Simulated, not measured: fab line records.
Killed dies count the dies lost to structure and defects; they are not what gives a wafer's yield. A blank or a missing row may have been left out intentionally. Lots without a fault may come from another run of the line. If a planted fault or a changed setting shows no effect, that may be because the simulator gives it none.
Chamber matching    flow nand_harc    NHARC_A_CHANNEL_FILL_D1_ALD_25 on ald_hk-03: 3 sister chambers
The step deposits SiOx, target thk 60 nm, pulse time 10 s, ald cycles 600. 3 wafers are shown with their chamber, then 4 later ones without.

## WAFERS, EACH WITH ITS CHAMBER
wafer   chamber  heater_power_w (W)
L453.5  2        537
L456.1  3        578
L456.5  0        477

## WAFERS WHOSE CHAMBER IS MISSING
wafer   heater_power_w (W)
L458.4  536
L458.1  474
L459.2  532
L459.5  481

## WHICH CHAMBER EACH WENT THROUGH
wafer   from the rows above  in truth
L458.4  2                    2
L458.1  0                    0
L459.2  2                    2
L459.5  0                    0
Correct placement for 4 of the 4. Can't be placed from these rows: 0. Wrongly placed: 0.
How it was worked out, from the rows above alone: a wafer's distance from a chamber is the root of the sum, over the readings, of the square of ((its reading less the chamber's mean) divided by the reading's scatter). The wafer belongs to the nearest chamber; if the next one is less than 2 further off, it can't be placed. A chamber's mean is the mean of its shown wafers. The scatter (one wafer shown for each chamber): square how far every hidden wafer sits from the nearest shown wafer, average those squares and take the square root.
